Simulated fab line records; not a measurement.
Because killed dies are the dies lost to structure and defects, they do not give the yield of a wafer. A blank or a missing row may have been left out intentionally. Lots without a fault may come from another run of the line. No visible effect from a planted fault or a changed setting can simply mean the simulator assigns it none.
fab line records	flow n5-finfet
[record] lots = 9	wafers = 27	last-day = 20
route steps=1938 shown MOL_CONTACT_COAG@624 BEOL_M0_SAQP@636 BEOL_M4@1111 PASSIVATION@1936
lots with no fault: from the same line, run without faults
start-h: the number of hours between the record's first day and the start of the first shown wafer of the lot	wait-h: time in hours since the lot's previous step	" the same as in the row above	L1.1+2: several wafers, shown together as one row	- no value present, or no start provided	* or withheld: withheld	< > ~ a bound
route shown NAME@n: a module of which the file shows steps, and the number in the route of the first	usual: mean/standard deviation taken from wafers without a fault	same: alike in all rows	chamber/n: place in a boat	sites: the reading at each site	_std_site: their standard deviation	_edge_site: inner sites' mean taken away from outer sites' mean	radius-mm: for every site, how far away it sits from the centre of the wafer	mask NAME#n: copy n	behind: the last tool/chamber to shape the wafer	hold: reason for holding the lot/hours on hold/outcome of the hold	device: whichever transistor did not switch (one of n, p or np)	end of line: the same wafers' tests at the end of the route	a step given without rows: its recipe and nothing more	killed: dies that structure and defects cost at the first sort, which is not the same as the wafer's yield	map: a wafer's dies, marking killed ones x, the rest . and places with no die _
set.NAME: the run value of the setting; set.NAME@STEP: its run value at that earlier step	model.NAME: the simulator's own value behind a step, which no gauge read
the route's steps for a sample of lots (tables are steps, rows are wafers)
services: the hour from which a tool's chamber was out of use, counted from the record's first day as start-h (under 0 if before that day), plus the number of hours and why
[[steps]]
[step N5_MOL_CONTACT_COAG_CVD_140]
[recipe] material = W	target-thk-a = 665	mode = selective-fill	temp-c = 300	time-s = 215
[usual] heater-power-w = 507/52	susceptor-temp-C = 299.99/0.18
[same] time-s = 215
lot.wafer	tool	chamber	start-h	wait-h	heater-power-w	susceptor-temp-C
L801.2	cvd-w-01	1	115.52	0.1	448	300.06
L801.3	"	0	"	"	473	300.04
L801.4	"	1	"	"	443	300.30
L810.1	cvd-w-02	1	175.91	0.1	561	299.99
L810.2	"	0	"	"	559	299.93
L810.4	"	1	"	"	549	299.94
L815.2	cvd-w-02	1	222.46	0.1	572	300.19
L815.4	"	0	"	"	543	299.95
L815.5	"	1	"	"	554	300.14
L817.1	cvd-w-02	0	232.69	0.1	559	300.10
L817.4	"	1	"	"	553	299.67
L817.6	"	1	"	"	565	299.78
L818.1	cvd-w-01	1	236.72	0.1	443	300.01
L818.2	"	0	"	"	473	300.26
L818.5	"	1	"	"	442	299.92
L822.1	cvd-w-01	1	279.30	0.1	444	300.14
L822.2	"	0	"	"	466	300.16
L822.3	"	1	"	"	443	300.18
L821.1	cvd-w-02	1	279.69	0.1	568	299.88
L821.2	"	0	"	"	555	300.19
L821.4	"	1	"	"	565	300.15
L820.1	cvd-w-01	0	279.80	0.1	464	299.92
L820.4	"	0	"	"	461	299.89
L820.5	"	1	"	"	446	300.08
L823.4	cvd-w-02	1	280.11	0.1	581	299.58
L823.5	"	0	"	"	564	300.12
L823.6	"	1	"	"	558	299.72
[step N5_MOL_CONTACT_COAG_INSPECT_97]
[recipe] inspect-instrument = darkfield	mode = post-anneal
[usual] raw-defect-count = 40/13
lot.wafer	tool	chamber	start-h	wait-h	raw-defect-count
L801.2	defect-inspect-01	-	119.20	0.0	26
L801.3	"	-	"	"	28
L801.4	"	-	"	"	42
L810.1	defect-inspect-02	-	179.58	0.0	32
L810.2	"	-	"	"	17
L810.4	"	-	"	"	36
L815.2	defect-inspect-01	-	247.85	0.0	28
L815.4	"	-	"	"	24
L815.5	"	-	"	"	33
L817.1	defect-inspect-01	-	248.43	0.6	35
L817.4	"	-	"	"	32
L817.6	"	-	"	"	38
L818.1	defect-inspect-01	-	248.73	0.9	24
L818.2	"	-	"	"	49
L818.5	"	-	"	"	31
L822.1	defect-inspect-01	-	283.02	0.0	46
L822.2	"	-	"	"	32
L822.3	"	-	"	"	22
L821.1	defect-inspect-02	-	286.00	0.0	25
L821.2	"	-	"	"	46
L821.4	"	-	"	"	35
L820.1	defect-inspect-01	-	286.02	0.0	36
L820.4	"	-	"	"	48
L820.5	"	-	"	"	45
L823.4	defect-inspect-02	-	286.36	0.4	44
L823.5	"	-	"	"	36
L823.6	"	-	"	"	47
[step N5_BEOL_M0_SAQP_PECVD_96]
[recipe] material = a-Si	target-thk-a = 450	temp-c = 350	precursor = SiH4/He	pressure-torr = 3	rf-w = 100	time-s = 45.2
[usual] heater-power-w = 628/63	run-length-s = 81.4/0.54	showerhead-plenum-p-Torr = 5.70/0.076	susceptor-temp-C = 350.02/0.2	throttle-valve-pct = 18.2/0.99
lot.wafer	tool	chamber	start-h	wait-h	heater-power-w	run-length-s	showerhead-plenum-p-Torr	susceptor-temp-C	throttle-valve-pct
L801.2	pecvd-03	1	121.61	0.0	744	81.8	5.60	350.26	18.7
L801.3	"	0	"	"	704	82.3	5.69	350.00	18.6
L801.4	"	1	"	"	753	81.6	5.60	349.97	18.9
L810.1	pecvd-03	2	182.46	0.0	624	81.0	5.61	349.89	18.8
L810.2	"	0	"	"	670	81.4	5.69	349.74	18.6
L810.4	"	1	"	"	669	99.2	5.60	349.84	18.6
L815.2	pecvd-03	2	252.64	0.0	641	81.5	5.60	350.40	16.4
L815.4	"	0	"	"	685	81.6	5.70	350.06	18.4
L815.5	"	2	"	"	651	81.3	5.61	350.30	16.5
L817.1	pecvd-04	2	252.74	0.0	639	81.9	5.73	349.78	17.1
L817.4	"	0	"	"	565	80.9	5.83	350.15	18.6
L817.6	"	2	"	"	665	81.6	5.72	349.93	17.4
L818.1	pecvd-03	2	252.82	0.0	679	81.0	5.60	350.06	16.6
L818.2	"	0	"	"	637	81.4	5.69	350.00	18.6
L818.5	"	1	"	"	736	82.1	5.59	350.11	18.6
L822.1	pecvd-04	0	283.88	0.0	542	80.8	5.83	349.99	18.2
L822.2	"	2	"	"	681	81.6	5.74	349.79	17.3
L822.3	"	1	"	"	690	81.8	5.69	349.87	20.1
L821.1	pecvd-04	2	286.90	0.0	661	82.0	5.72	349.99	17.7
L821.2	"	0	"	"	560	81.1	5.82	350.02	18.6
L821.4	"	2	"	"	651	82.3	5.73	350.33	17.3
L820.1	pecvd-03	2	286.96	0.0	670	81.8	5.60	350.13	16.5
L820.4	"	0	"	"	668	81.4	5.70	350.60	18.5
L820.5	"	2	"	"	658	81.1	5.60	350.05	16.4
L823.4	pecvd-02	2	287.19	0.0	654	81.0	5.63	350.00	16.9
L823.5	"	0	"	"	495	80.9	5.79	350.68	17.9
L823.6	"	1	"	"	534	81.1	5.67	349.89	18.0
[step N5_BEOL_M0_SAQP_PECVD_04]
[recipe] material = a-Si	target-thk-a = 600	temp-c = 350	precursor = SiH4/He	pressure-torr = 3	rf-w = 100	time-s = 60.2
[usual] heater-power-w = 617/57	showerhead-plenum-p-Torr = 5.70/0.074	susceptor-temp-C = 350.01/0.22	throttle-valve-pct = 18.2/1
[same] time-s = 60.2
lot.wafer	tool	chamber	start-h	wait-h	heater-power-w	showerhead-plenum-p-Torr	susceptor-temp-C	throttle-valve-pct
L801.2	pecvd-03	1	121.70	0.0	614	5.60	350.33	18.7
L801.3	"	0	"	"	712	5.69	350.10	18.4
L801.4	"	1	"	"	635	5.59	349.92	18.5
L810.1	pecvd-03	2	182.55	0.0	642	5.62	349.89	18.7
L810.2	"	0	"	"	708	5.70	349.89	18.5
L810.4	"	1	"	"	659	5.58	349.91	18.7
L815.2	pecvd-03	2	252.73	0.0	606	5.62	349.87	16.6
L815.4	"	0	"	"	620	5.69	349.54	18.6
L815.5	"	2	"	"	598	5.61	350.07	16.4
L817.1	pecvd-04	2	252.83	0.0	592	5.73	350.11	17.5
L817.4	"	0	"	"	586	5.82	349.70	18.2
L817.6	"	2	"	"	601	5.73	349.94	17.4
L818.1	pecvd-03	2	252.91	0.0	605	5.58	350.12	16.4
L818.2	"	0	"	"	635	5.69	350.11	18.7
L818.5	"	1	"	"	694	5.62	349.56	19.1
L822.1	pecvd-04	0	283.96	0.0	527	5.83	350.24	18.5
L822.2	"	2	"	"	609	5.73	349.65	17.4
L822.3	"	1	"	"	629	5.67	350.08	20.1
L821.1	pecvd-04	2	286.98	0.0	576	5.73	349.98	17.6
L821.2	"	0	"	"	518	5.83	349.81	18.4
L821.4	"	2	"	"	584	5.72	349.73	17.5
L820.1	pecvd-03	2	287.04	0.0	670	5.60	349.88	16.5
L820.4	"	0	"	"	699	5.69	350.10	18.8
L820.5	"	2	"	"	681	5.60	349.90	16.5
L823.4	pecvd-02	2	287.29	0.0	638	5.61	350.54	17.0
L823.5	"	0	"	"	486	5.79	349.77	17.7
L823.6	"	1	"	"	583	5.66	349.82	18.0
[step N5_BEOL_M0_SAQP_MANDREL_ETCH_103]
[recipe] chemistry = HBr/Cl2	target = a-Si	target-depth-a = 450	bt-time-s = 10	stop-on = SiCN	mask-material = SiO2	over-etch-frac = 0.8	time-s = 27	pressure-mtorr = 10	icp-w = 800	bias-w = 75	HBr_flow_sccm = 150	Cl2_flow_sccm = 80	ends = end-point
[usual] drypump-motor-current-A = 5.6/0.59	oes-product-au = 0.678/0.012	throttle-valve-pct = 35.5/0.32
lot.wafer	tool	chamber	start-h	wait-h	drypump-motor-current-A	oes-product-au	rf-hours-counter-h	throttle-valve-pct
L801.2	rie-si-03	2	124.07	0.0	6.7	0.684	188	35.0
L801.3	"	1	"	"	6.3	0.677	160	35.6
L801.4	"	1	"	"	6.3	0.674	-	35.6
L810.1	rie-si-05	3	190.21	0.0	6.2	0.668	68	35.7
L810.2	"	0	"	"	5.8	0.658	0	35.5
L810.4	"	1	"	"	5.0	0.823	9	35.6
L815.2	rie-si-05	0	256.22	0.0	5.7	0.672	1	35.5
L815.4	"	1	"	"	5.0	0.685	10	35.9
L815.5	"	1	"	"	5.0	0.688	-	35.9
L817.1	rie-si-03	3	257.64	0.0	4.7	0.685	2	36.0
L817.4	"	1	"	"	6.3	0.692	162	35.6
L817.6	"	1	"	"	6.3	0.682	-	35.6
L818.1	rie-si-06	2	257.94	0.0	5.7	0.663	6	35.1
L818.2	"	1	"	"	5.6	0.686	1	35.4
L818.5	"	1	"	"	5.6	0.690	-	35.4
L822.1	rie-si-05	3	287.87	0.0	6.2	0.666	70	35.7
L822.2	"	1	"	"	5.0	0.671	10	35.9
L822.3	"	0	"	"	5.7	0.673	2	35.6
L821.1	rie-si-03	3	290.31	0.0	4.7	0.669	3	36.0
L821.2	"	0	"	"	5.1	0.684	109	35.5
L821.4	"	1	"	"	6.3	0.685	163	35.6
L820.1	rie-si-05	2	290.58	0.0	5.2	0.659	114	35.1
L820.4	"	0	"	"	5.7	0.667	2	35.5
L820.5	"	1	"	"	5.0	0.688	-	35.9
L823.4	rie-si-03	0	291.14	0.0	5.1	0.697	109	35.5
L823.5	"	2	"	"	6.7	0.663	-	35.0
L823.6	"	3	"	"	4.7	0.692	-	36.0
[step N5_BEOL_M4_RC_MEAS_101]
[usual] DIBL_N = 36.5/1.2	DIBL_P = 36.5/1.6	IOFF_N = 0.162/0.023	IOFF_P = 0.221/0.03	ION_N = 678/8	ION_P = 466/6.3	SS_N = 71.6/0.46	SS_P = 73.3/0.57	VT_N = 249.2/2.6	VT_P = -249/3.3
lot.wafer	tool	chamber	start-h	wait-h	DIBL_N[mV/V]	DIBL_P[mV/V]	IOFF_N[nA/um]	IOFF_P[nA/um]	ION_N[uA/um]	ION_P[uA/um]	SS_N[mV/dec]	SS_P[mV/dec]	VT_N[mV]	VT_P[mV]
L801.2	prober-02	0	227.78	0.2	36.0	36.5	0.144	0.206	675	469	71.5	73.3	252.9	-250
L801.3	"	0	"	"	37.7	39.4	0.172	0.268	675	476	71.9	73.8	246.7	-247
L801.4	"	0	"	"	38.3	39.4	0.186	0.272	688	475	71.6	73.1	248.1	-244
L810.1	prober-01	0	266.00	0.0	34.8	35.7	0.142	0.203	668	463	71.2	72.7	250.4	-250
L810.2	"	0	"	"	38.3	39.0	0.199	0.261	684	465	72.4	74.4	245.0	-247
L810.4	"	0	"	"	37.4	37.6	0.173	0.230	665	458	72.0	73.6	249.0	-251
L815.2	prober-02	0	312.46	0.2	36.4	36.0	0.158	0.192	674	459	72.3	73.2	247.5	-252
L815.4	"	0	"	"	35.2	34.9	0.139	0.184	671	460	71.1	73.0	249.5	-252
L815.5	"	0	"	"	35.3	34.5	0.131	0.173	667	463	71.5	72.2	254.4	-253
L818.1	prober-01	0	323.73	0.0	36.2	38.9	0.194	0.254	695	471	72.0	73.8	247.0	-246
L818.2	"	0	"	"	35.3	38.1	0.165	0.232	677	464	72.7	72.7	248.3	-248
L818.5	"	0	"	"	34.6	36.3	0.152	0.215	678	465	71.9	73.0	251.2	-247
L817.1	prober-01	0	325.68	0.0	36.9	36.6	0.173	0.202	686	460	71.6	73.0	248.1	-253
L817.4	"	0	"	"	35.9	36.2	0.165	0.208	693	468	71.5	73.9	248.6	-250
L817.6	"	0	"	"	35.0	35.2	0.147	0.184	682	463	70.8	72.8	249.1	-251
L822.1	prober-02	0	357.87	0.0	36.5	36.1	0.189	0.268	692	478	71.5	73.4	246.6	-241
L822.2	"	0	"	"	34.9	33.7	0.157	0.225	680	474	71.4	72.5	248.0	-245
L822.3	"	0	"	"	34.3	34.0	0.154	0.230	686	477	71.4	72.6	248.0	-246
L821.1	prober-02	0	361.53	0.0	37.5	37.2	0.169	0.210	675	462	72.1	73.1	250.7	-251
L821.2	"	0	"	"	37.1	36.5	0.147	0.203	669	462	72.0	72.9	251.4	-249
L821.4	"	0	"	"	35.6	34.3	0.125	0.176	668	459	70.9	73.2	253.9	-252
L820.1	prober-01	0	364.54	0.0	38.0	36.7	0.167	0.214	674	462	72.0	74.3	246.7	-249
L820.4	"	0	"	"	37.1	35.6	0.155	0.203	677	465	71.5	72.9	248.8	-250
L820.5	"	0	"	"	36.0	34.9	0.138	0.189	672	464	71.7	73.1	250.6	-249
L823.4	prober-02	0	367.87	0.5	38.1	38.1	0.181	0.251	678	468	72.3	74.5	248.3	-249
L823.5	"	0	"	"	37.7	36.9	0.170	0.233	691	469	72.2	74.4	249.1	-247
L823.6	"	0	"	"	39.2	38.9	0.206	0.258	690	463	72.1	73.9	245.9	-249
[step N5_PASSIVATION_PROBE_49]
[usual] defect-limited-yield = 91.2/1.3	killed_at_M0_to_M3 = 34/9.2	killed_at_M4_up = 14/5	killed-at-contacts = 13/6.7	killed-at-front-end = 39/12	killed-at-other = 4/3.3	killed-dies = 104/15	killed-open = 68/12	killed-short = 34/7.5	sort_bin_5_function = 5.2/0.87	sort_bin_6_memory = 3.3/0.63	sort-n-pass = 1076/15	sort-yield-pct = 91.2/1.3
[same] gross-dies = 1180	killed-at-back-side = 0	sort_bin_4_leakage[%] = 0	sort_bin_8_speed[%] = 0
lot.wafer	tool	chamber	start-h	wait-h	defect-limited-yield[%]	killed_at_M0_to_M3	killed_at_M4_up	killed-at-contacts	killed-at-front-end	killed-at-other	killed-dies	killed-open	killed-short	sort_bin_5_function[%]	sort_bin_6_memory[%]	sort-n-pass	sort-yield-pct[%]
L801.2	prober-02	-	337.41	0.1	92.9	29	10	16	27	2	84	56	27	4.2	2.8	1096	92.9
L801.3	prober-02	-	337.46	0.1	93.4	34	9	8	25	2	78	52	25	3.5	3.0	1102	93.4
L801.4	prober-02	-	337.51	0.2	91.0	24	14	20	43	5	106	63	40	5.3	3.5	1074	91.0
L810.1	prober-01	-	369.48	0.0	91.1	36	16	7	44	2	105	72	31	5.3	3.4	1075	91.1
L810.2	prober-01	-	369.53	0.1	92.4	23	16	9	36	6	90	65	23	5.3	2.4	1090	92.4
L810.4	prober-01	-	369.63	0.2	91.8	26	15	12	44	0	97	68	27	4.5	3.5	1083	91.8
L815.2	prober-01	-	420.36	0.1	92.3	42	6	9	32	2	91	54	35	4.2	3.2	1089	92.3
L815.4	prober-01	-	420.46	0.2	91.3	32	15	6	49	1	103	64	38	5.4	3.1	1077	91.3
L815.5	prober-01	-	420.51	0.2	91.9	38	15	6	35	2	96	67	29	4.8	3.1	1084	91.9
L818.1	prober-02	-	438.03	0.5	91.8	27	10	7	50	3	97	52	40	4.6	3.0	1083	91.8
L818.2	prober-02	-	438.08	0.5	90.6	34	16	8	46	7	111	74	31	5.6	3.5	1069	90.6
L818.5	prober-02	-	438.23	0.7	91.7	23	15	12	36	12	98	58	36	5.5	2.4	1082	91.7
L817.1	prober-02	-	439.84	0.3	89.3	55	11	9	48	3	126	83	40	7.4	2.6	1054	89.3
L817.4	prober-02	-	439.99	0.5	91.2	31	7	10	50	6	104	59	45	4.8	3.3	1076	91.2
L817.6	prober-02	-	440.09	0.6	91.0	34	8	10	51	3	106	68	37	5.1	3.5	1074	91.0
L821.1	prober-01	-	461.53	0.0	91.4	36	18	8	39	1	102	58	41	4.7	3.5	1078	91.4
L821.2	prober-01	-	461.58	0.1	91.0	46	16	10	27	7	106	66	40	5.4	2.9	1074	91.0
L821.4	prober-01	-	461.68	0.2	92.3	30	16	15	28	2	91	66	25	4.6	3.1	1089	92.3
L822.1	prober-02	-	463.50	0.0	91.6	43	19	11	21	5	99	63	35	4.7	3.6	1081	91.6
L822.2	prober-02	-	463.55	0.1	89.6	41	16	18	45	3	123	75	42	6.2	3.4	1057	89.6
L822.3	prober-02	-	463.60	0.1	91.4	52	18	7	23	2	102	64	35	5.6	2.5	1078	91.4
L823.4	prober-01	-	469.37	0.2	92.0	28	12	4	49	1	94	64	30	4.6	3.0	1086	92.0
L823.5	prober-01	-	469.42	0.2	92.6	30	5	0	48	4	87	51	36	3.9	3.3	1093	92.6
L823.6	prober-01	-	469.47	0.3	93.2	30	9	6	34	1	80	51	29	4.1	2.5	1100	93.2
L820.1	prober-02	-	478.68	0.0	92.2	31	12	12	35	2	92	65	26	4.8	2.7	1088	92.2
L820.4	prober-02	-	478.83	0.2	89.9	38	21	16	37	7	119	76	38	6.3	3.1	1061	89.9
L820.5	prober-02	-	478.88	0.2	91.7	32	8	12	45	1	98	63	32	5.1	2.7	1082	91.7
// killed by level:class
L801.2 MOL_CONTACT_COAG:geometric-particle:open=11 BEOL_M2:geometric-particle:open=9 FIN_SAQP:geometric-particle:short=5 DUMMY_GATE:geometric-particle:open=5 MOL_CONTACT_COAG:geometric-particle:short=5 BEOL_M0_SAQP:geometric-particle:open=5 BEOL_M0_SAQP:geometric-particle:short=5 FIN_SAQP:geometric-particle:open=4
L801.3 FIN_SAQP:geometric-particle:open=7 MOL_CONTACT_COAG:geometric-particle:open=7 BEOL_M2:geometric-particle:open=7 BEOL_M0_SAQP:geometric-particle:short=5 DUMMY_GATE:geometric-particle:open=4 GATE_CUT:geometric-particle:short=4 BEOL_M0_SAQP:geometric-particle:open=4 BEOL_M0:geometric-particle:open=4
L801.4 FIN_SAQP:geometric-particle:open=14 MOL_CONTACT_COAG:geometric-particle:open=14 BEOL_M0_SAQP:geometric-particle:short=8 STARTING-WAFER:geometric-particle:short=7 MOL_CONTACT_COAG:geometric-particle:short=6 BEOL_M4:geometric-particle:open=5 FIN_SAQP:geometric-particle:short=4 BEOL_M2:geometric-particle:open=4
L810.1 FIN_SAQP:geometric-particle:open=19 BEOL_M1:geometric-particle:open=17 BEOL_M4:geometric-particle:open=9 BEOL_M0_SAQP:geometric-particle:short=8 STI_FIN_REVEAL:geometric-particle:open=6 FIN_SAQP:geometric-particle:short=5 MOL_CONTACT_COAG:geometric-particle:open=4 GATE_CUT:geometric-particle:short=3
L810.2 FIN_SAQP:geometric-particle:open=13 BEOL_M4:geometric-particle:open=12 MOL_CONTACT_COAG:geometric-particle:open=7 BEOL_M0_SAQP:geometric-particle:short=6 BEOL_M0_SAQP:geometric-particle:open=6 FIN_SAQP:geometric-particle:short=4 STI_FIN_REVEAL:geometric-particle:open=4 GATE_CUT:geometric-particle:open=4
L810.4 FIN_SAQP:geometric-particle:open=18 MOL_CONTACT_COAG:geometric-particle:open=10 FIN_SAQP:geometric-particle:short=8 BEOL_M0_SAQP:geometric-particle:short=8 BEOL_M0_SAQP:geometric-particle:open=7 BEOL_M1:geometric-particle:open=7 BEOL_M4:geometric-particle:open=6 STARTING-WAFER:geometric-particle:open=4
L815.2 BEOL_M1:geometric-particle:open=14 BEOL_M0_SAQP:geometric-particle:short=10 FIN_SAQP:geometric-particle:short=8 STI_FIN_REVEAL:geometric-particle:open=8 MOL_CONTACT_COAG:geometric-particle:open=8 BEOL_M0_SAQP:geometric-particle:open=8 STARTING-WAFER:geometric-particle:short=4 BEOL_M2:geometric-particle:open=3
L815.4 STI_FIN_REVEAL:geometric-particle:open=11 FIN_SAQP:geometric-particle:open=9 BEOL_M2:geometric-particle:open=8 BEOL_M0_SAQP:geometric-particle:short=7 BEOL_M4:geometric-particle:short=7 GATE_CUT:geometric-particle:short=6 BEOL_M1:geometric-particle:open=6 MOL_CONTACT_COAG:geometric-particle:open=6
L815.5 BEOL_M0_SAQP:geometric-particle:open=10 BEOL_M4:geometric-particle:open=10 BEOL_M0_SAQP:geometric-particle:short=8 BEOL_M1:geometric-particle:open=8 DUMMY_GATE:geometric-particle:open=7 STI_FIN_REVEAL:geometric-particle:open=6 FIN_SAQP:geometric-particle:short=5 MOL_CONTACT_COAG:geometric-particle:open=5
L818.1 FIN_SAQP:geometric-particle:short=17 FIN_SAQP:geometric-particle:open=11 BEOL_M2:geometric-particle:open=10 DUMMY_GATE:geometric-particle:open=7 MOL_CONTACT_COAG:geometric-particle:open=6 BEOL_M3:geometric-particle:open=4 BEOL_M2:geometric-particle:short=3 STARTING-WAFER:geometric-particle:short=3
L818.2 FIN_SAQP:geometric-particle:open=12 FIN_SAQP:geometric-particle:short=11 BEOL_M2:geometric-particle:open=9 MOL_CONTACT_COAG:geometric-particle:open=7 BEOL_M0:geometric-particle:open=7 STI_FIN_REVEAL:geometric-particle:open=6 DUMMY_GATE:geometric-particle:open=5 BEOL_M5:geometric-particle:open=5
L818.5 FIN_SAQP:geometric-particle:short=14 MOL_CONTACT_COAG:geometric-particle:open=11 FIN_SAQP:geometric-particle:open=10 BEOL_M0_SAQP:geometric-particle:short=6 BEOL_M4:geometric-particle:open=5 GATE_CUT:geometric-particle:short=4 BEOL_M3:geometric-particle:open=4 BEOL_M5:geometric-particle:open=3
L817.1 BEOL_M3:geometric-particle:open=19 FIN_SAQP:geometric-particle:short=15 FIN_SAQP:geometric-particle:open=13 BEOL_M1:geometric-particle:open=9 MOL_CONTACT_COAG:geometric-particle:open=7 BEOL_M2:geometric-particle:open=7 STI_FIN_REVEAL:geometric-particle:open=6 BEOL_M0_SAQP:geometric-particle:short=5
L817.4 FIN_SAQP:geometric-particle:short=18 STI_FIN_REVEAL:geometric-particle:open=11 MOL_CONTACT_COAG:geometric-particle:open=8 BEOL_M0_SAQP:geometric-particle:open=8 BEOL_M0_SAQP:geometric-particle:short=7 BEOL_M2:geometric-particle:open=6 DUMMY_GATE:geometric-particle:open=4 FIN_SAQP:geometric-particle:open=3
L817.6 FIN_SAQP:geometric-particle:open=15 FIN_SAQP:geometric-particle:short=10 BEOL_M3:geometric-particle:open=8 MOL_CONTACT_COAG:geometric-particle:open=7 ILD0:geometric-particle:short=6 BEOL_M2:geometric-particle:open=6 BEOL_M0_SAQP:geometric-particle:open=5 DUMMY_GATE:geometric-particle:open=4
L821.1 BEOL_M4:geometric-particle:open=14 BEOL_M0_SAQP:geometric-particle:short=12 STI_FIN_REVEAL:geometric-particle:open=10 BEOL_M0_SAQP:geometric-particle:open=9 MOL_CONTACT_COAG:geometric-particle:open=6 BEOL_M3:geometric-particle:open=6 STARTING-WAFER:geometric-particle:short=5 FIN_SAQP:geometric-particle:short=3
L821.2 BEOL_M0_SAQP:geometric-particle:short=13 BEOL_M0_SAQP:geometric-particle:open=12 BEOL_M3:geometric-particle:open=10 MOL_CONTACT_COAG:geometric-particle:open=8 FIN_SAQP:geometric-particle:open=5 BEOL_M4:geometric-particle:open=5 STI_FIN_REVEAL:geometric-particle:open=4 BEOL_M2:geometric-particle:open=4
L821.4 MOL_CONTACT_COAG:geometric-particle:open=11 STI_FIN_REVEAL:geometric-particle:open=8 BEOL_M0_SAQP:geometric-particle:short=7 BEOL_M0_SAQP:geometric-particle:open=7 BEOL_M1:geometric-particle:open=7 BEOL_M4:geometric-particle:open=6 MOL_CONTACT_COAG:geometric-particle:short=4 BEOL_M3:geometric-particle:open=4
L822.1 BEOL_M2:geometric-particle:open=11 MOL_CONTACT_COAG:geometric-particle:open=9 BEOL_M0_SAQP:geometric-particle:short=9 BEOL_M4:geometric-particle:open=9 BEOL_M0_SAQP:geometric-particle:open=8 FIN_SAQP:geometric-particle:short=6 BEOL_M0:geometric-particle:open=5 BEOL_M3:geometric-particle:open=5
L822.2 MOL_CONTACT_COAG:geometric-particle:open=13 BEOL_M0_SAQP:geometric-particle:short=12 STI_FIN_REVEAL:geometric-particle:open=8 BEOL_M0_SAQP:geometric-particle:open=7 GATE_CUT:geometric-particle:open=6 BEOL_M2:geometric-particle:open=6 BEOL_M4:geometric-particle:open=6 BEOL_M0:geometric-particle:open=5
L822.3 BEOL_M0_SAQP:geometric-particle:short=17 BEOL_M0_SAQP:geometric-particle:open=11 BEOL_M3:geometric-particle:open=11 BEOL_M4:geometric-particle:open=8 BEOL_M0:geometric-particle:open=6 MOL_CONTACT_COAG:geometric-particle:open=5 BEOL_M4:geometric-particle:short=4 STI_FIN_REVEAL:geometric-particle:open=3
L823.4 STI_FIN_REVEAL:geometric-particle:open=11 GATE_CUT:geometric-particle:short=10 FIN_SAQP:geometric-particle:open=8 BEOL_M2:geometric-particle:open=6 BEOL_M3:geometric-particle:open=6 FIN_SAQP:geometric-particle:short=5 BEOL_M0_SAQP:geometric-particle:open=4 GATE_CUT:geometric-particle:open=4
L823.5 FIN_SAQP:geometric-particle:short=10 FIN_SAQP:geometric-particle:open=9 STI_FIN_REVEAL:geometric-particle:open=8 DUMMY_GATE:geometric-particle:open=7 BEOL_M0_SAQP:geometric-particle:short=6 BEOL_M2:geometric-particle:open=5 BEOL_M0:geometric-particle:open=4 STARTING-WAFER:geometric-particle:short=4
L823.6 FIN_SAQP:geometric-particle:short=12 BEOL_M1:geometric-particle:open=8 BEOL_M4:geometric-particle:open=8 BEOL_M0_SAQP:geometric-particle:open=7 MOL_CONTACT_COAG:geometric-particle:open=6 GATE_CUT:geometric-particle:short=5 BEOL_M0_SAQP:geometric-particle:short=4 BEOL_M3:geometric-particle:open=4
L820.1 BEOL_M1:geometric-particle:open=13 MOL_CONTACT_COAG:geometric-particle:open=8 DUMMY_GATE:geometric-particle:open=7 STI_FIN_REVEAL:geometric-particle:open=6 BEOL_M0_SAQP:geometric-particle:open=5 BEOL_M2:geometric-particle:open=5 GATE_CUT:geometric-particle:short=4 MOL_CONTACT_COAG:geometric-particle:short=4
L820.4 MOL_CONTACT_COAG:geometric-particle:open=15 BEOL_M0_SAQP:geometric-particle:open=11 STI_FIN_REVEAL:geometric-particle:open=9 BEOL_M0_SAQP:geometric-particle:short=9 BEOL_M5:geometric-particle:open=8 FIN_SAQP:geometric-particle:short=6 BEOL_M1:geometric-particle:open=6 BEOL_M2:geometric-particle:open=6
L820.5 STI_FIN_REVEAL:geometric-particle:open=14 MOL_CONTACT_COAG:geometric-particle:open=11 BEOL_M0_SAQP:geometric-particle:short=9 FIN_SAQP:geometric-particle:open=6 BEOL_M0_SAQP:geometric-particle:open=6 BEOL_M2:geometric-particle:open=6 FIN_SAQP:geometric-particle:short=5 BEOL_M3:geometric-particle:open=4
[[services]]
tool	chamber	start-h	hours	kind
rie-si-03	2	93.10	14.9	repair
pecvd-04	2	93.83	6.5	repair
rie-si-03	-	109.49	0.4	repair
pecvd-03	2	109.76	2.1	scheduled-down
pecvd-02	1	133.62	50.0	repair
pecvd-04	0	137.29	5.8	repair
cvd-w-02	0	138.99	14.4	repair
pecvd-04	1	139.55	5.5	scheduled-down
pecvd-03	1	146.92	6.6	repair
pecvd-04	2	151.83	10.6	repair
pecvd-02	0	169.29	4.4	repair
rie-si-06	2	177.57	1.4	repair
cvd-w-02	-	193.31	6.0	pm
pecvd-03	2	202.38	-	clean
pecvd-03	2	202.38	-	consumable-replace:showerhead
pecvd-03	2	202.38	29.0	scheduled-down
pecvd-03	2	202.38	29.0	vent-cycle
rie-si-03	2	217.56	15.9	repair
pecvd-02	-	223.04	0.3	repair
rie-si-05	0	238.69	2.3	repair
pecvd-02	-	261.64	0.5	repair
pecvd-02	-	267.16	1.1	repair
rie-si-06	-	273.30	4.0	pm
cvd-w-01	-	284.10	1.4	repair
[[key]]
[first-sign] step = N5_BEOL_M0_SAQP_PECVD_96	reading = run-length-s	direction = up	sigmas = 33	usual = *	struck = *
[effect] step = N5_BEOL_M0_SAQP_MANDREL_ETCH_103	reading = oes-product-au	direction = up	sigmas = 12	usual = 0.678	struck = 0.823
met-at N5_BEOL_M0_SAQP_PECVD_96
struck-lots L810
struck-wafers L810.4
not-acting-at N5_MOL_CONTACT_COAG_CVD_140,N5_MOL_CONTACT_COAG_INSPECT_97,N5_BEOL_M0_SAQP_PECVD_04
onset-between 121.61 182.46
[fault] kind = process-parameter-drift	tool = pecvd-03	chamber = 1	onset-h = 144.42	steps = N5_BEOL_M0_SAQP_PECVD_96	channel = time-s	offset = *	shape = step	end-h = 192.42	acts-in = *	stated = *
